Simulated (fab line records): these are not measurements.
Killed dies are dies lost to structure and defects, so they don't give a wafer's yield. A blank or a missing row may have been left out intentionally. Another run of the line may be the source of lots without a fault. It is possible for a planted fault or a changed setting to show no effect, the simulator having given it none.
Split-lot study -- flow n5 finfet -- 21 wafers read from 7 lots, route of 1938 steps

## SPLIT DETAILS
At N5_DUMMY_GATE_ETCH_37 (etches SOC in N2/H2, target depth 60 nm, overetch 30 nm), the setting source w was moved away from the recipe's 840 W on 3 of the 21 wafers read, by -15.8% to +5.4%. All remaining wafers had this setting at the recipe value.

Reading taken at the split's own step.

## THE READING
rf vpp V, in V, at N5_DUMMY_GATE_ETCH_37 (etches SOC in N2/H2, target depth 60 nm, overetch 30 nm). Typical for fault-free wafers on this fab line: 524.9 V, with standard deviation 1.7 V.

wafer,"tool, chamber at the split","source w as run, W",against the recipe,"rf vpp V, V",against lot-mates on the recipe
L078.1,"rie diel-05, 3",840,recipe,522.6,-
L078.4,"rie diel-05, 0",707.2,-15.8%,557.9,+35.3
L078.6,"rie diel-05, 0",707.2,-15.8%,558.3,+35.7
L079.2,"rie diel-05, 0",840,recipe,526.2,-
L079.3,"rie diel-05, 3",840,recipe,523.6,-
L079.5,"rie diel-05, 2",840,recipe,525.2,-
L089.2,"rie diel-01, 3",840,recipe,527.0,-
L089.4,"rie diel-01, 1",840,recipe,526.9,-
L089.5,"rie diel-01, 2",840,recipe,523.0,-
L091.1,"rie diel-05, 3",840,recipe,522.6,-
L091.3,"rie diel-05, 1",840,recipe,525.7,-
L091.4,"rie diel-05, 0",840,recipe,528.1,-
L092.2,"rie diel-01, 0",840,recipe,525.7,-
L092.3,"rie diel-01, 1",840,recipe,526.8,-
L092.5,"rie diel-01, 1",840,recipe,526.1,-
L093.3,"rie diel-05, 2",885.1,+5.4%,514.1,-11.1
L093.5,"rie diel-05, 2",840,recipe,526.2,-
L093.6,"rie diel-05, 1",840,recipe,524.3,-
L097.2,"rie diel-01, 1",840,recipe,525.6,-
L097.3,"rie diel-01, 2",840,recipe,521.6,-
L097.4,"rie diel-01, 0",840,recipe,525.9,-

FIT RESULTS
A straight line over all 21 wafers: rf vpp V changes by -2.08 V for each +1% of source w; r = -0.99; the points scatter about the line by 1.7 V.
The same after taking each lot's own level away (the mean of its wafers on the recipe; 21 wafers): -2.23 V for each +1%; r = -0.99; scatter 1.5 V.
Per that fit: largest source w move, reading shift of 35 V.
Across the lots, their own levels run from 522.60 to 526.20 V, a range of 2.1 times the standard deviation given above.
The two slopes are in agreement: the lot-to-lot level therefore moves the slope only a little.
Check: for one of the wafers moved furthest among these (-15.8%), held out of the fit, the line's prediction against its lot-mates is +35.4 V. It came out at +35.3 V against them.
Tool readings at the split's step, against how far the setting was moved: rf vpp V r = -0.99.

## THESE WAFERS: OTHER SPLITS
Other splits were also applied to these wafers ahead of the reading. Each is held against what the fit with the lots' levels taken away leaves over:
other split on the same wafers,wafers away from the commonest value,r with rf vpp V (lot level and that fit taken away)
N5_ZERO_LAYER_COAT_05 spin rpm,5,-0.19
N5_ZERO_LAYER_EXPOSE_08 dose mj,4,+0.09
N5_PMOS_HMC_CHANNEL_EPI_PEB_07 peb temp c,8,-0.02
N5_PMOS_HMC_CHANNEL_EPI_DEVELOP_08 develop time s,5,-0.17
N5_FIN_SAQP_ETCH_52 source w,9,-0.19
N5_FIN_SAQP_SPACER1_ALD_24 temp c,7,+0.32
N5_DUMMY_GATE_EXPOSE_12 dose mj,6,-0.08

## THE FILE'S OWN FIT
rf vpp V changes by -2.22 V for each +1% of source w, r = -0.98.
